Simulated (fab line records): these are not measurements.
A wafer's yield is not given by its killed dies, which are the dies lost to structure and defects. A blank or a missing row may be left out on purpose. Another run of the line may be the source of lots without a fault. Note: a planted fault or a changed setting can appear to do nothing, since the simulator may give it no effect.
Split-lot trial | flow n5Finfet | on a route of 1938 steps: 7 lots, 39 wafers read

== SPLIT DETAILS ==
At N5_BEOL_M1_ETCH_64 (etches SOC in N2/H2, target depth 75 nm, overetch 15 nm, time 112.5 s), the setting timeS was moved away from the recipe's 112.5 s on 12 of the 39 wafers read, by -37.9% to +56.5%. All remaining wafers had this setting at the recipe value.

The split's own step is where the reading is taken.

== THE READING ==
BEOL_M1.cdOffsetNm (the simulator's own value, which no gauge read), in nm, at N5_BEOL_M1_ETCH_64 (etches SOC in N2/H2, target depth 75 nm, overetch 15 nm, time 112.5 s). The file does not state a usual value for it. Here, 27 wafers ran the recipe; their average is 0.0 nm with a standard deviation of 0.18 nm.

wafer  | tool, chamber at the split | timeS as run, s | against the recipe | BEOL_M1.cdOffsetNm, nm | against lot-mates on the recipe
L085.1 | rieDiel-03, 3              | 112.5           | recipe             | 0.2                    | -
L085.5 | rieDiel-03, 3              | 112.5           | recipe             | 0.2                    | -
L085.2 | rieDiel-03, 2              | 176.1           | +56.5%             | 1.2                    | +1.1
L085.3 | rieDiel-03, 1,2            | 176.1           | +56.5%             | 1.2                    | +1.1
L085.4 | rieDiel-03, 1,2            | 176.1           | +56.5%             | 1.2                    | +1.1
L085.6 | rieDiel-03, 1              | 112.5           | recipe             | -0.2                   | -
L087.1 | rieDiel-04, 2              | 112.5           | recipe             | 0.2                    | -
L087.2 | rieDiel-04, 0              | 112.5           | recipe             | 0                      | -
L087.3 | rieDiel-04, 1              | 112.5           | recipe             | -0.2                   | -
L087.4 | rieDiel-04, 3              | 112.5           | recipe             | 0                      | -
L087.5 | rieDiel-04, 1              | 112.5           | recipe             | -0.4                   | -
L087.6 | rieDiel-04, 0              | 112.5           | recipe             | 0.2                    | -
L090.1 | rieDiel-05, 2              | 112.5           | recipe             | -0.2                   | -
L090.2 | rieDiel-05, 0              | 112.5           | recipe             | 0.2                    | -
L090.3 | rieDiel-05, 3              | 69.82           | -37.9%             | -0.4                   | -0.4
L090.4 | rieDiel-05, 2              | 69.82           | -37.9%             | -1                     | -1.0
L090.5 | rieDiel-05, 3              | 112.5           | recipe             | 0                      | -
L090.6 | rieDiel-05, 0              | 69.82           | -37.9%             | -0.6                   | -0.6
L091.1 | rieDiel-05, 3              | 80.11           | -28.8%             | -0.4                   | -0.5
L091.2 | rieDiel-05, 2              | 80.11           | -28.8%             | -1                     | -1.1
L091.3 | rieDiel-05, 0              | 112.5           | recipe             | 0.4                    | -
L091.4 | rieDiel-05, 0              | 80.11           | -28.8%             | -0.6                   | -0.7
L091.5 | rieDiel-05, 3              | 112.5           | recipe             | 0.2                    | -
L091.6 | rieDiel-05, 2              | 112.5           | recipe             | -0.2                   | -
L092.1 | rieDiel-03, 2              | 80.15           | -28.8%             | -0.8                   | -0.7
L092.2 | rieDiel-03, 3              | 80.15           | -28.8%             | -0.6                   | -0.5
L092.3 | rieDiel-03, 1              | 112.5           | recipe             | 0                      | -
L092.4 | rieDiel-03, 0              | 80.15           | -28.8%             | -0.2                   | -0.1
L092.5 | rieDiel-03, 1              | 112.5           | recipe             | -0.2                   | -
L092.6 | rieDiel-03, 2              | 112.5           | recipe             | 0                      | -
L093.1 | rieDiel-05, 2,0,2,0        | 112.5           | recipe             | 0                      | -
L093.2 | rieDiel-05, 2,0,2,0        | 112.5           | recipe             | 0                      | -
L093.4 | rieDiel-05, 2,0,2,0        | 112.5           | recipe             | 0                      | -
L093.5 | rieDiel-05, 2,0,2,0        | 112.5           | recipe             | 0                      | -
L093.3 | rieDiel-05, 3              | 112.5           | recipe             | 0.2                    | -
L093.6 | rieDiel-05, 3              | 112.5           | recipe             | 0.2                    | -
L096.1 | rieDiel-05, 1              | 112.5           | recipe             | 0                      | -
L096.2 | rieDiel-05, 0              | 112.5           | recipe             | 0.2                    | -
L096.5 | rieDiel-05, 1              | 112.5           | recipe             | 0.2                    | -
Where a row lists several chambers, the file gives one row for several wafers and doesn't say which wafer went through which chamber.

FIT RESULTS
A straight line over all 39 wafers: BEOL_M1.cdOffsetNm changes by +0.0205 nm for each +1% of timeS; r = +0.92; the points scatter about the line by 0.2 nm.
The same after taking each lot's own level away (the mean of its wafers on the recipe; 39 wafers): +0.02 nm for each +1%; r = +0.91; scatter 0.2 nm.
According to that fit, moving timeS by its largest amount changes the reading by 1.1 nm.
From -0.07 to 0.13 nm: that is the span of the lots' own levels, equal to 1.1 times the standard deviation above.
Hence the lot-to-lot level has little effect on the slope; both slopes agree.
Check: +1.13 nm against its lot-mates is what the line predicts for one of the wafers moved furthest among these (+56.5%) when that wafer is left out of the fit. Against them it came out at +1.13 nm.

== OTHER SPLITS APPLIED TO THESE WAFERS ==
Note: prior to the reading, these wafers also went through further splits. Each is held against what the fit with the lots' levels taken away leaves over:
other split on the same wafers               | wafers away from the commonest value | r with BEOL_M1.cdOffsetNm (lot level and that fit taken away)
N5_ZERO_LAYER_DEVELOP_10 developTimeS        | 15                                   | -0.07
N5_PMOS_HMC_CHANNEL_EPI_HM_DEP_34 targetThkA | 15                                   | -0.03
N5_SD_EPI_P_ETCH_16 targetDepthA             | 12                                   | +0.14

== THE WHOLE CHAIN: every reading that the file lists as answering this split, in the file's order ==
step                  | what it does                                                          | reading                                                                         | change (the file's fit)                                                              | r (the file's)
N5_BEOL_M1_ETCH_64    | etches SOC in N2/H2, target depth 75 nm, overetch 15 nm, time 112.5 s | SiARC_of_BEOL_M1_COAT_62.thkNm (the simulator's own value, which no gauge read) | -0.0506 nm for each +1% of the setting                                               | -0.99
N5_BEOL_M1_ETCH_64    | etches SOC in N2/H2, target depth 75 nm, overetch 15 nm, time 112.5 s | BEOL_M1.cdOffsetNm (the simulator's own value, which no gauge read)             | +0.02 nm for each +1% of the setting                                                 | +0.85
N5_BEOL_M1_HM_OPEN_17 | chemistry Cl2/BCl3, target TiN, target depth 20 nm, overetch 6 nm     | etch.depthNm (the simulator's own value, which no gauge read)                   | not straight: 20.56 at the lowest setting, 20.15 at the recipe, 14.12 at the highest | not given

== THE FILE'S OWN FIT ==
BEOL_M1.cdOffsetNm changes by +0.02 nm for each +1% of timeS, r = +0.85.
